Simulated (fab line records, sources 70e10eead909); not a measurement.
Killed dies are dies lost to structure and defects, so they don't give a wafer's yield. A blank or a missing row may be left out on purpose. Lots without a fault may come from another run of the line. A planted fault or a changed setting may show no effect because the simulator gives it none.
A struck lot beside a sound one | flow nand_harc | 25 steps out of a route of 1302
Sound: wafers L800.4, L800.5, L800.6. Struck: wafers L811.2, L811.5, L811.6. The cause comes at the end.
At each step with rows: each side's tool, then ch and its chambers, then its first start. Under that, the readings that differ: sound wafers | struck wafers | difference of the means | sigmas: that difference in standard deviations of wafers without a fault.
alike: readings whose means differ by less than 2 such deviations, and words and numbers that are the same on both sides. not compared: withheld readings, readings that some wafer has no value for, bounds like >300 that may hide the same value, and numbers for which the record gives no deviation and whose values overlap.
The two part at a step that has a row with sigmas, a row that says differs or no value, or rows on one side only. Numbers that don't overlap but have no deviation are shown without sigmas and don't part them. A reading that every wafer of one side lacks parts them only if that side has two wafers or more.

first, 1 step without rows for these wafers: NHARC_A_M0_SRD_25.
NHARC_A_M0_INSPECT_27:
  sound on defect_inspect-02, day 23 15:53; struck on defect_inspect-02, day 29 03:58
  alike: raw_defect_count
NHARC_A_M0_PRE_CLEAN_31: time 12 s.
  sound on pecvd-04 ch 0,1,2, day 23 15:59; struck on pecvd-04 ch 0,2, day 29 04:03
  alike: heater_power_outer_w, heater_power_w
  not compared: since_wet_clean_h
NHARC_A_M0_DEP_32: deposits SiCN, target thk 30 nm.
  sound on pecvd-04 ch 0,1,2, day 23 16:09; struck on pecvd-04 ch 0,2, day 29 04:11
  alike: heater_power_outer_w, heater_power_w
  not compared: since_wet_clean_h
then, 7 steps without rows for these wafers: NHARC_A_M1_DEP_00 (deposits SiOC, target thk 182.5 nm); NHARC_A_M1_DEHYDRATE_01 (time 120 s); NHARC_A_M1_HMDS_02 (time 30 s); NHARC_A_M1_COAT_34 (time 65 s); NHARC_A_M1_COAT_03 (resist thk 90 nm); NHARC_A_M1_SOFTBAKE_04 (time 55 s); NHARC_A_M1_EBR_05.
NHARC_A_M1_EXPOSE_06: exposes mask A M1, target cd 120 nm.
  sound on arfi_scanner-01 ch 0, day 23 17:09; struck on arfi_scanner-01 ch 0, day 29 05:13
  reading              | sound             | struck            | difference | sigmas
  exposure_dose_mJ_cm2 | 75.16 75.13 75.10 | 57.07 57.06 56.99 | -18.09     | -99 or more
  alike: mask, reticle_temp_C
then, 2 steps without rows for these wafers: NHARC_A_M1_PEB_07 (peb time 65 s); NHARC_A_M1_DEVELOP_08 (develop time 35 s).
NHARC_A_M1_CD_MEAS_09: target cd 120 nm.
  sound on cd_sem-02 ch 0, day 23 17:17; struck on cd_sem-01 ch 0, day 29 05:21
  reading    | sound             | struck            | difference | sigmas
  cd_nm (nm) | 119.4 119.2 119.6 | 103.6 103.8 102.9 | -16.0      | -29
NHARC_A_M1_OVL_MEAS_10: pitch 240 nm.
  sound on overlay-01, day 23 17:22; struck on overlay-01, day 29 05:26
  reading           | sound       | struck         | difference | sigmas
  overlay_y_nm (nm) | 0.4 0.9 0.7 | -0.7 -1.2 -1.0 | -1.6       | -2
  alike: overlay_x_nm
NHARC_A_M1_INSPECT_11:
  sound on defect_inspect-01, day 23 17:24; struck on defect_inspect-01, day 29 05:28
  alike: raw_defect_count
NHARC_A_M1_DESCUM_14: chemistry O2, time 3 s.
  sound on rie_diel-10 ch 0,2,3, day 23 17:29; struck on rie_diel-12 ch 0,3, day 29 05:32
  reading               | sound           | struck          | difference | sigmas
  model.A_M1.cd_nm (nm) | 119.4 119.7 119 | 103.4 104.3 103 | -15.8      |
  alike: drypump_motor_current_A, o2_flow_sccm, oes_product_au, rf_vpp_V, showerhead_plenum_p_Torr, throttle_valve_pct
  not compared: rf_hours_counter_h
NHARC_A_M1_ETCH_35: etches the open film in N2/H2, target depth 40 nm, overetch 12 nm, time 43.94 s.
  sound on rie_diel-10 ch 0,1,3, day 23 17:34; struck on rie_diel-12 ch 0,3, day 29 05:37
  alike: drypump_motor_current_A, oes_product_au, rf_vpp_V, showerhead_plenum_p_Torr, throttle_valve_pct
  not compared: rf_hours_counter_h
NHARC_A_M1_ETCH_15: etches the open film in C4F8/Ar, target depth 182.5 nm, time 91.2 s.
  sound on rie_diel-10 ch 2,3; struck on rie_diel-12 ch 0,1
  alike: oes_product_au, rf_vpp_V
  not compared: rf_hours_counter_h
NHARC_A_M1_CD_MEAS_16:
  sound on cd_sem-02, day 23 17:47; struck on cd_sem-01, day 29 05:50
  reading    | sound             | struck            | difference | sigmas
  cd_nm (nm) | 119.2 119.3 118.5 | 103.2 104.6 102.7 | -15.5      | -21
NHARC_A_M1_STRIP_18: strips in N2/H2.
  sound on rie_diel-12 ch 0,1,2, day 23 17:55; struck on rie_diel-05 ch 0,1,2, day 29 05:59
  alike: drypump_motor_current_A, oes_product_au, rf_vpp_V, showerhead_plenum_p_Torr, throttle_valve_pct
  not compared: rf_hours_counter_h
NHARC_A_M1_ETCH_28: etches the open film in CF4/N2, target depth 30 nm, time 72.99 s.
  sound on rie_diel-12 ch 2,3; struck on rie_diel-05 ch 0,3
  reading               | sound             | struck            | difference | sigmas
  model.A_M1.cd_nm (nm) | 118.7 119.8 118.5 | 103.5 104.3 102.5 | -15.6      |
  alike: drypump_motor_current_A, oes_product_au, rf_vpp_V, showerhead_plenum_p_Torr, throttle_valve_pct
  not compared: rf_hours_counter_h
then, 2 steps without rows for these wafers: NHARC_A_M1_STRIP_19 (strips in post etch residue remover, time 600 s); NHARC_END_SORT_01.

WHERE THEY PART
First at NHARC_A_M1_EXPOSE_06; last, within this record, at NHARC_A_M1_CD_MEAS_16. Later steps at which nothing parts them and some readings are alike: NHARC_A_M1_STRIP_18, NHARC_A_M1_ETCH_28.

WHY: what the simulator had put in
Process parameter drift: arfi_scanner-01, from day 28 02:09 on, at NHARC_A_M1_EXPOSE_06. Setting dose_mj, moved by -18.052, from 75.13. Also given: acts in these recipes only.
